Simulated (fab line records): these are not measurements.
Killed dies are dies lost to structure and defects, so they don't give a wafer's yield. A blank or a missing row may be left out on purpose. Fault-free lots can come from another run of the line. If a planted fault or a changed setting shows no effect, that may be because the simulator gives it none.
fab line records / flow n5_finfet
record lots=3 wafers=9 last_day=16
route steps=1938 shown MOL_CONTACT_COAG@625 BEOL_M0_SAQP@632 PASSIVATION@1936
lots that met no fault: from a run of the same line without faults
start_h: hours from the record's first day to the start of the lot's first wafer shown / wait_h: hours since the lot's step before / " repeats the value in the row above / L1.1+2: several wafers, shown together as one row / - either no value or no given start / * or withheld: withheld / < > ~ a bound
route shown NAME@n: names a module that has steps shown in the file, with the first one's number in the route / usual: mean/standard deviation of fault-free wafers / same: alike in all rows / chamber/n: place in a boat / sites: readings site by site / _std_site: the standard deviation of these / _edge_site: outer sites' mean less inner sites' / radius_mm: for every site, how far away it sits from the centre of the wafer / mask NAME#n: copy n / behind: tool/chamber where the wafer was last shaped / hold: the reason the lot was held/the length of the hold in hours/how it ended / device: the transistor (n, p or np) that didn't switch / end of line: the same wafers' tests at the end of the route / a step without rows: its recipe alone / killed: not the wafer's yield, but the dies lost to structure and defects at the first sort / map: per-die view of a wafer (x killed, . not killed, _ where there is no die)
set.NAME: the setting the step ran with; set.NAME@STEP: the setting that earlier step ran with / model.NAME: the simulator's own value behind a step, which no gauge read
a table for each step, a row for each wafer; lots at some steps of the route
services: a tool's chamber out of use, with start hour (start_h, from the record's first day; less than 0 if before it), hours out, and reason
## steps
# step N5_MOL_CONTACT_COAG_PRECLEAN_127
# recipe chemistry=DIW time_s=57.5 temp_c=23
# step N5_MOL_CONTACT_COAG_SRD_128
# recipe dry_time_s=32 dry=n2_spin spin_rpm=1500
# step N5_MOL_CONTACT_COAG_CMP_52
# recipe stop_on=SiO2 t_overpolish_s=1.5 post_cmp_clean=w_dilute_nh4oh down_force_psi=4 platen_rpm=50.289 pad_velocity_m_s=1.0006 target_thk_nm=66.5
# step N5_MOL_CONTACT_COAG_ANNEAL_112
# recipe temp_c=400 time_s=1800 ambient=HPD2 pressure_atm=10
# step N5_BEOL_M0_SAQP_PECVD_00
# recipe material=SiCN target_thk_a=80 temp_c=withheld precursor=3MS/NH3 pressure_torr=3 rf_w=202 time_s=14
# step N5_BEOL_M0_SAQP_ILD_DEP_01
# recipe material=SiOC target_thk_a=454.19 temp_c=350 precursor=DEMS/O2 pressure_torr=5 rf_w=500 time_s=8.7
# step N5_BEOL_M0_SAQP_HM_DEP_02
# recipe material=TiN target_thk_a=120 temp_c=25 chamber_pressure_pa=0.49996
# step N5_BEOL_M0_SAQP_PECVD_03
# recipe material=SiCN target_thk_a=120 temp_c=withheld precursor=3MS/NH3 pressure_torr=3 rf_w=202 time_s=21.1
# step N5_BEOL_M0_SAQP_PECVD_96
# recipe material=a-Si target_thk_a=450 temp_c=350 precursor=SiH4/He pressure_torr=3 rf_w=100 time_s=45.2
# step N5_BEOL_M0_SAQP_PECVD_97
# recipe material=SiNx target_thk_a=230 temp_c=350 precursor=SiH4/NH3/N2 pressure_torr=1.5 rf_w=300 time_s=19.9
# usual heater_power_outer_w=290/42 heater_power_w=517/60 showerhead_plenum_p_Torr=5.17/0.091 throttle_valve_pct=39.6/1.9
lot.wafer=L667.1 tool=pecvd-03 chamber=0 start_h=122.03 wait_h=0.0 heater_power_outer_w=266 heater_power_w=511 showerhead_plenum_p_Torr=5.24 throttle_valve_pct=39.6
lot.wafer=L667.2 tool=pecvd-03 chamber=2 start_h=122.03 wait_h=0.0 heater_power_outer_w=224 heater_power_w=408 showerhead_plenum_p_Torr=5.16 throttle_valve_pct=38.1
lot.wafer=L667.5 tool=pecvd-03 chamber=2 start_h=122.03 wait_h=0.0 heater_power_outer_w=219 heater_power_w=403 showerhead_plenum_p_Torr=5.15 throttle_valve_pct=38.3
lot.wafer=L675.2 tool=pecvd-03 chamber=0 start_h=184.14 wait_h=0.0 heater_power_outer_w=312 heater_power_w=565 showerhead_plenum_p_Torr=5.25 throttle_valve_pct=39.8
lot.wafer=L675.3 tool=pecvd-03 chamber=2 start_h=184.14 wait_h=0.0 heater_power_outer_w=283 heater_power_w=492 showerhead_plenum_p_Torr=5.16 throttle_valve_pct=38.6
lot.wafer=L675.4 tool=pecvd-03 chamber=0 start_h=184.14 wait_h=0.0 heater_power_outer_w=310 heater_power_w=592 showerhead_plenum_p_Torr=5.23 throttle_valve_pct=39.7
lot.wafer=L684.4 tool=pecvd-01 chamber=0 start_h=223.30 wait_h=0.0 heater_power_outer_w=323 heater_power_w=550 showerhead_plenum_p_Torr=5.07 throttle_valve_pct=39.5
lot.wafer=L684.5 tool=pecvd-01 chamber=0 start_h=223.30 wait_h=0.0 heater_power_outer_w=324 heater_power_w=547 showerhead_plenum_p_Torr=5.05 throttle_valve_pct=39.5
lot.wafer=L684.6 tool=pecvd-01 chamber=1 start_h=223.30 wait_h=0.0 heater_power_outer_w=218 heater_power_w=464 showerhead_plenum_p_Torr=5.26 throttle_valve_pct=42.7
# step N5_BEOL_M0_SAQP_PECVD_04
# recipe material=a-Si target_thk_a=600 temp_c=350 precursor=SiH4/He pressure_torr=3 rf_w=100 time_s=60.2
# step N5_BEOL_M0_SAQP_HM_DEP_111
# recipe material=SiO2 target_thk_a=120 temp_c=400 precursor=SiH4/N2O pressure_torr=0.75 rf_w=275 time_s=7.2
# step N5_BEOL_M0_SAQP_COAT_81
# recipe resist=SOC temp_c=250 time_s=60 spin_rpm=1500 resist_thk_nm=100
# step N5_BEOL_M0_SAQP_COAT_82
# recipe resist=SiARC temp_c=220 time_s=60 spin_rpm=1500 resist_thk_nm=30
# step N5_BEOL_M0_SAQP_COAT_08
# recipe resist=CAR-ArF spin_rpm=1500 resist_thk_nm=90
# step N5_BEOL_M0_SAQP_EBR_10
# recipe solvent=PGMEA ebr_width_mm=1.5
# step N5_BEOL_M0_SAQP_SOFTBAKE_09
# recipe temp_c=110 time_s=60 resist=CAR-ArF
# step N5_BEOL_M0_SAQP_EXPOSE_11
# recipe mask_id=M0_CORE na=1.35 source_shape=dipole sigma_inner=0.538 sigma_outer=0.738 polarization=te target_cd_nm=42 dose_mj=55
# step N5_BEOL_M0_SAQP_PEB_12
# recipe peb_temp_c=withheld peb_time_s=60 resist=CAR-ArF
# step N5_BEOL_M0_SAQP_DEVELOP_13
# recipe develop_time_s=30 developer=TMAH resist=CAR-ArF dev_temp_c=23 rinse_liquid=diw dry=air_spin
# step N5_BEOL_M0_SAQP_DESCUM_19
# recipe chemistry=O2 time_s=7.9 source_power_w=50 bias_power_w=20 pressure_mtorr=20 rf_frequency_hz=2.712e+07 temp_c=40 resist=CAR-ArF o2_flow_sccm=225
# step N5_BEOL_M0_SAQP_ETCH_83
# recipe chemistry=CF4 target=SiARC target_depth_a=390 mask_material=CAR-ArF time_s=65 ion_energy_ev=80 pressure_mtorr=40 source_w=545 bias_w=36 Ar_flow_sccm=100 cf4_flow_sccm=100 ends=cleared
# step N5_BEOL_M0_SAQP_ETCH_84
# recipe chemistry=N2/H2 target=SOC target_depth_a=1000 overetch_a=200 mask_material=SiARC temp_c=40 time_s=150 ion_energy_ev=200 pressure_mtorr=30 source_w=840 bias_w=150 n2_flow_sccm=200 h2_flow_sccm=200
# step N5_BEOL_M0_SAQP_STRIP_80
# recipe chemistry=N2/H2 temp_c=40 n2_flow_sccm=200 h2_flow_sccm=200 rf_frequency_hz=6e+07
# step N5_BEOL_M0_SAQP_HM_OPEN_112
# recipe chemistry=CHF3/O2 target=SiO2 stop_on=a-Si target_depth_a=120 over_etch_frac=1.25 mask_material=SOC time_s=13.5 pressure_mtorr=30 source_w=650 bias_w=170 Ar_flow_sccm=200 CHF3_flow_sccm=50 O2_flow_sccm=5 ion_energy_ev=200 ends=end_point
# step N5_BEOL_M0_SAQP_STRIP_113
# recipe chemistry=CHF3/O2 resist=SiARC rf_frequency_hz=6e+07
# step N5_BEOL_M0_SAQP_MANDREL_ETCH_20
# recipe target_depth_a=600 chemistry=HBr/Cl2 target=a-Si stop_on=SiNx bt_time_s=10 mask_material=SOC over_etch_frac=0.5 time_s=30 pressure_mtorr=10 icp_w=800 bias_w=75 HBr_flow_sccm=150 Cl2_flow_sccm=80 ends=end_point
# step N5_BEOL_M0_SAQP_STRIP_86
# recipe chemistry=N2/H2 power_w=500 temp_c=40 pressure_mtorr=50 rf_frequency_hz=6e+07 overash_fraction=0.3 bias_power_w=28 h2_frac=0.5 n2_flow_sccm=300 h2_flow_sccm=300
# step N5_BEOL_M0_SAQP_STRIP_115
# recipe chemistry=post_etch_residue_remover time_s=60 temp_c=25 remover_ph=withheld remover_water_wt_pct=withheld remover_fluoride_wt_pct=withheld
# step N5_BEOL_M0_SAQP_SRD_93
# recipe dry=ipa_marangoni time_s=30 temp_c=23 rinse_liquid=diw
# step N5_BEOL_M0_SAQP_RECESS_114
# recipe chemistry=HF/NH3 target=SiO2 target_depth_a=144 afs_cycles=3 temp_c=30 sublimation_temp_c=180 sublimation_time_s=60
# step N5_BEOL_M0_SAQP_SPACER1_ALD_98
# recipe material=SiO2 target_thk_a=128 temp_c=300 ald_precursor_family=BDEAS ald_co_reactant=O2-plasma pulse_time_s=1 purge_time_s=2 co_reactant_purge_time_s=2 ald_cycles=138 pressure_torr=2
# step N5_BEOL_M0_SAQP_SPACER1_ETCHBACK_99
# recipe chemistry=CHF3/O2 mode=anisotropic_etchback target=SiO2 target_depth_a=154 time_s=7.7 pressure_mtorr=30 source_w=650 bias_w=170 Ar_flow_sccm=200 CHF3_flow_sccm=50 O2_flow_sccm=5 ion_energy_ev=200
# step N5_BEOL_M0_SAQP_MANDREL1_REMOVE_100
# recipe chemistry=HBr/Cl2/O2 bt_time_s=10 target=a-Si stop_on=SiNx endpoint=OES-SiCl over_etch_frac=0.85 icp_w=600 bias_w=30 HBr_flow_sccm=150 Cl2_flow_sccm=80 O2_flow_sccm=5 pressure_mtorr=10
# step N5_PASSIVATION_PROBE_49
# usual defect_limited_yield=91.7/1.5 killed_at_M0_to_M3=32/9.6 killed_at_M4_up=13/5.3 killed_at_contacts=12/6.8 killed_at_front_end=36/9.8 killed_at_other=4/3.1 killed_dies=98/17 killed_on_rim=13/4 killed_open=65/13 killed_short=32/8.5 sort_bin_5_function=4.9/0.93 sort_bin_6_memory=3.2/0.67 sort_bin_8_speed=0.00/0.02 sort_n_pass=1082/17 sort_yield_pct=91.7/1.4
# same gross_dies=1180 killed_at_back_side=0 sort_bin_4_leakage[%]=0
lot.wafer=L667.1 tool=prober-02 chamber=- start_h=280.34 wait_h=0.0 defect_limited_yield[%]=91.9 killed_at_M0_to_M3=50 killed_at_M4_up=5 killed_at_contacts=5 killed_at_front_end=31 killed_at_other=5 killed_dies=96 killed_on_rim=13 killed_open=56 killed_short=38 sort_bin_5_function[%]=4.2 sort_bin_6_memory[%]=3.7 sort_bin_8_speed[%]=0 sort_n_pass=1084 sort_yield_pct[%]=91.9
lot.wafer=L667.2 tool=prober-02 chamber=- start_h=280.39 wait_h=0.1 defect_limited_yield[%]=92.3 killed_at_M0_to_M3=26 killed_at_M4_up=11 killed_at_contacts=8 killed_at_front_end=42 killed_at_other=4 killed_dies=91 killed_on_rim=15 killed_open=54 killed_short=35 sort_bin_5_function[%]=4.1 sort_bin_6_memory[%]=3.5 sort_bin_8_speed[%]=0 sort_n_pass=1089 sort_yield_pct[%]=92.3
lot.wafer=L667.5 tool=prober-02 chamber=- start_h=280.54 wait_h=0.2 defect_limited_yield[%]=89.5 killed_at_M0_to_M3=42 killed_at_M4_up=17 killed_at_contacts=9 killed_at_front_end=55 killed_at_other=1 killed_dies=124 killed_on_rim=9 killed_open=71 killed_short=52 sort_bin_5_function[%]=6.3 sort_bin_6_memory[%]=4.0 sort_bin_8_speed[%]=0 sort_n_pass=1056 sort_yield_pct[%]=89.5
lot.wafer=L675.2 tool=prober-02 chamber=- start_h=359.20 wait_h=0.1 defect_limited_yield[%]=89.3 killed_at_M0_to_M3=33 killed_at_M4_up=7 killed_at_contacts=7 killed_at_front_end=61 killed_at_other=18 killed_dies=126 killed_on_rim=22 killed_open=76 killed_short=50 sort_bin_5_function[%]=6.7 sort_bin_6_memory[%]=3.8 sort_bin_8_speed[%]=0 sort_n_pass=1054 sort_yield_pct[%]=89.3
lot.wafer=L675.3 tool=prober-02 chamber=- start_h=359.25 wait_h=0.1 defect_limited_yield[%]=91.4 killed_at_M0_to_M3=53 killed_at_M4_up=12 killed_at_contacts=3 killed_at_front_end=26 killed_at_other=7 killed_dies=101 killed_on_rim=25 killed_open=55 killed_short=28 sort_bin_5_function[%]=4.5 sort_bin_6_memory[%]=2.6 sort_bin_8_speed[%]=0 sort_n_pass=1079 sort_yield_pct[%]=91.4
lot.wafer=L675.4 tool=prober-02 chamber=- start_h=359.30 wait_h=0.2 defect_limited_yield[%]=90.1 killed_at_M0_to_M3=36 killed_at_M4_up=17 killed_at_contacts=10 killed_at_front_end=50 killed_at_other=4 killed_dies=117 killed_on_rim=12 killed_open=81 killed_short=36 sort_bin_5_function[%]=5.8 sort_bin_6_memory[%]=3.7 sort_bin_8_speed[%]=0 sort_n_pass=1063 sort_yield_pct[%]=90.1
# killed by level:class
L667.1 BEOL_M1:geometric_particle:open=16 BEOL_M0_SAQP:geometric_particle:short=14 BEOL_M0_SAQP:geometric_particle:open=9 GATE_CUT:geometric_particle:short=5 MOL_CONTACT_COAG:geometric_particle:open=5 FIN_SAQP:geometric_particle:short=4 DUMMY_GATE:geometric_particle:open=4 BEOL_M3:geometric_particle:open=4
L667.2 STI_FIN_REVEAL:geometric_particle:open=10 GATE_CUT:geometric_particle:short=7 BEOL_M1:geometric_particle:open=7 STI_FIN_REVEAL:geometric_particle:short=5 MOL_CONTACT_COAG:geometric_particle:open=5 BEOL_M0_SAQP:geometric_particle:short=5 BEOL_M0_SAQP:geometric_particle:open=4 BEOL_M4:geometric_particle:open=4
L667.5 STI_FIN_REVEAL:geometric_particle:open=15 BEOL_M0_SAQP:geometric_particle:short=15 BEOL_M3:geometric_particle:open=10 FIN_SAQP:geometric_particle:short=9 BEOL_M0_SAQP:geometric_particle:open=9 MOL_CONTACT_COAG:geometric_particle:open=8 GATE_CUT:geometric_particle:short=5 BEOL_M8:geometric_particle:open=5
L675.2 MIM_TOP_ETCH:geometric_particle:short=12 FIN_SAQP:geometric_particle:short=11 FIN_SAQP:geometric_particle:open=10 GATE_CUT:geometric_particle:open=10 BEOL_M3:geometric_particle:open=10 GATE_CUT:geometric_particle:short=8 STI_FIN_REVEAL:geometric_particle:open=7 MOL_CONTACT_COAG:geometric_particle:open=6
L675.3 BEOL_M0_SAQP:area_pecvd=17 BEOL_M2:geometric_particle:open=10 BEOL_M0:geometric_particle:open=8 FIN_SAQP:geometric_particle:short=6 BEOL_M1:geometric_particle:open=5 BEOL_M4:geometric_particle:open=5 GATE_CUT:geometric_particle:short=4 BEOL_M0_SAQP:geometric_particle:short=4
L675.4 GATE_CUT:geometric_particle:short=11 FIN_SAQP:geometric_particle:open=9 FIN_SAQP:geometric_particle:short=9 MOL_CONTACT_COAG:geometric_particle:open=9 BEOL_M2:geometric_particle:open=9 GATE_CUT:geometric_particle:open=8 BEOL_M4:geometric_particle:open=8 BEOL_M3:geometric_particle:open=7
# map L675.2 (x killed, . not)
_________________.x...x......________________
______________.......x....x...x._____________
___________..x.....................__________
__________........x....x......x....._________
________.........................xx..x_______
_______..x...x..x......x.........x..xxx______
______.................................x_____
_____................x................x..____
____........x...............x..x...x.x...x___
___x..x........................x.x.........__
___.x..........x..x..x......x........x....x__
__x..x..........................x.....x.x.x._
__............................x.......x....._
_........................................x...
_.......x.x..x.................x.............
_......x..xx........x.....xx..x....x....x.x..
_.................xx......xx.........x.......
_....x...................x.............x...x.
_.......x...x..........x...x.x...............
_............x..x............................
_.........x.x....x..x......x................x
__..............x.x........................._
__.....x.....x................x.x.......x..._
___x...xx..........x....x.x.......x........__
___...............x.........x...x..........__
____......................................___
_____......x................x..........x.____
______.x.x.............................._____
_______......x..x...............x......______
________...x.............x......x.x..._______
__________xx..x....x................_________
___________......x.....x.....x.....__________
______________...........xx....._____________
_________________.x.....xx...________________
# map L667.5 (x killed, . not)
_________________............________________
______________........x........._____________
___________...........x.x..........__________
__________..x..x...x................_________
________.x.x.........x......x........._______
_______........................x.......______
______...........x...x....x........x...x_____
_____....x.......x..x...............x..x.____
____...................x.............xx...___
___x.x..x.xx...x.x............x............__
___.x.....x....x....x.....x........x.x.....__
__....x.............................x......._
__.....xx.................x.......x....x...._
_...x.x.xx....x...x..................x.......
_..........................................x.
_x...................xx.x..x....xx...x.......
_.........x....x.............x...............
_...........x..x.x.x.......xx...........x...x
_...........x.........x...x.....x.x.x.x....x.
_........x.........xxx..............x.....x..
_.........x...x.....x.........x....x.........
__..x..........x....x........x.............._
__...x.........x............................_
___.....x...................x.........x....__
___........................xx.x.x........x.__
____.......xx.............x.x.............___
_____.....x..................xx..........____
______...x......x..x...................._____
_______.................x..............______
________..x.x......................x.._______
__________.......x.......x....x....._________
___________........................__________
______________.......x.........._____________
_________________............________________
## services
tool=pecvd-03 chamber=1 start_h=140.56 hours=5.5 kind=scheduled_down
tool=pecvd-01 chamber=1 start_h=151.00 hours=6.7 kind=repair
tool=pecvd-03 chamber=2 start_h=164.62 hours=5.5 kind=scheduled_down
tool=pecvd-01 chamber=2 start_h=209.43 hours=19.8 kind=repair
tool=pecvd-03 chamber=2 start_h=211.82 hours=5.0 kind=scheduled_down
## key
first_sign step=N5_PASSIVATION_PROBE_49 reading=killed_on_rim direction=up sigmas=3 usual=13 struck=25
effect none on later readings
met_at N5_BEOL_M0_SAQP_PECVD_97
struck_wafers L675.3
onset_between 122.03 184.14
fault kind=site_profile_drift tool=pecvd-03 chamber=2 onset_h=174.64 steps=N5_BEOL_M0_SAQP_PECVD_97 basis=fraction max_abs_drift=0.36963 slope_share_per_hr=82.139 site_pattern=0,0,0,0,0,-1,-1,-1,-1
